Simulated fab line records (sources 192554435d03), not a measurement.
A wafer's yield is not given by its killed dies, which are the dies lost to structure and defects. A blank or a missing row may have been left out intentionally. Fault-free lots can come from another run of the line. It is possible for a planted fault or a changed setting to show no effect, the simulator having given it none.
Chamber matching + flow n5Finfet + pecvd-03 running N5_BEOL_M0_SAQP_PECVD_03: 3 sister chambers
The step deposits SiCN from 3MS/NH3, target thk 12 nm, time 21.1 s. 20 wafers are shown with their chamber, then 10 later ones without.

== EACH WAFER AND ITS CHAMBER ==
| wafer  | chamber | throttleValvePct (%) | showerheadPlenumPTorr (Torr) | chamberPressureTorr (Torr) |
|--------|---------|----------------------|------------------------------|----------------------------|
| L074.2 | 2       | 8.0                  | 3.672                        | 3.006                      |
| L074.3 | 1       | 9.6                  | 3.658                        | 3.006                      |
| L074.5 | 2       | 8.0                  | 3.665                        | 3.010                      |
| L075.3 | 2       | 8.3                  | 3.669                        | 3.005                      |
| L075.4 | 1       | 9.5                  | 3.664                        | 2.998                      |
| L075.6 | 0       | 9.6                  | 3.663                        | 3.000                      |
| L079.1 | 0       | 9.5                  | 3.677                        | 3.000                      |
| L079.3 | 2       | 8.3                  | 3.667                        | 2.989                      |
| L079.6 | 1       | 9.4                  | 3.662                        | 3.006                      |
| L080.1 | 0       | 9.6                  | 3.669                        | 2.987                      |
| L080.2 | 1       | 9.6                  | 3.659                        | 2.994                      |
| L080.6 | 2       | 7.9                  | 3.675                        | 2.999                      |
| L081.1 | 2       | 8.0                  | 3.670                        | 2.994                      |
| L081.4 | 0       | 9.7                  | 3.671                        | 2.995                      |
| L081.6 | 2       | 8.2                  | 3.663                        | 2.987                      |
| L085.3 | 2       | 8.2                  | 3.669                        | 3.001                      |
| L085.4 | 1       | 9.5                  | 3.660                        | 3.001                      |
| L085.5 | 2       | 8.3                  | 3.665                        | 2.998                      |
| L091.4 | 2       | 8.3                  | 3.661                        | 3.010                      |
| L091.5 | 0       | 9.7                  | 3.669                        | 3.006                      |

SIGNATURES (means of the wafers above)
| reading               | chamber 0 | chamber 1 | chamber 2 | scatter within a chamber |
|-----------------------|-----------|-----------|-----------|--------------------------|
| throttleValvePct      | 9.620     | 9.520     | 8.150     | 0.129                    |
| showerheadPlenumPTorr | 3.66980   | 3.66060   | 3.66760   | 0.0041                   |
| chamberPressureTorr   | 2.99760   | 3.00100   | 2.99990   | 0.00728                  |
Rule: for each reading, subtract the chamber's mean from the wafer's reading, divide by that reading's scatter and square the result; add these up over the readings and take the root, which gives the wafer's distance from the chamber. If the next closest chamber is less than 2 further off than the closest, the wafer can't be placed; otherwise it belongs to the closest. The scatter: the root of (the sum of the squares of (reading less its chamber's mean) over the shown wafers, divided by (wafers less chambers)).

== WAFERS WITH NO CHAMBER GIVEN ==
| wafer  | throttleValvePct (%) | showerheadPlenumPTorr (Torr) | chamberPressureTorr (Torr) |
|--------|----------------------|------------------------------|----------------------------|
| L091.6 | 9.7                  | 3.664                        | 2.994                      |
| L094.1 | 8.2                  | 3.671                        | 3.008                      |
| L094.3 | 9.6                  | 3.655                        | 3.004                      |
| L094.5 | 9.4                  | 3.661                        | 3.004                      |
| L095.4 | 8.5                  | 3.675                        | 2.998                      |
| L095.5 | 9.5                  | 3.665                        | 3.008                      |
| L095.6 | 9.6                  | 3.665                        | 3.000                      |
| L097.2 | 7.9                  | 3.667                        | 3.012                      |
| L097.3 | 9.7                  | 3.668                        | 2.992                      |
| L097.5 | 9.5                  | 3.660                        | 2.999                      |

== THE CHAMBER EACH PASSED THROUGH ==
| wafer  | from the rows above     | in truth |
|--------|-------------------------|----------|
| L091.6 | can't be placed: 0 or 1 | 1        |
| L094.1 | 2                       | 2        |
| L094.3 | 1                       | 1        |
| L094.5 | can't be placed: 1 or 0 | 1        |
| L095.4 | 2                       | 2        |
| L095.5 | can't be placed: 1 or 0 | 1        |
| L095.6 | can't be placed: 0 or 1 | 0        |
| L097.2 | 2                       | 2        |
| L097.3 | can't be placed: 0 or 1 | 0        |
| L097.5 | 1                       | 1        |
5 of 10 placed correctly. Not placeable from these rows: 5 (in 5, the candidates include the true chamber). Wrongly placed: 0.
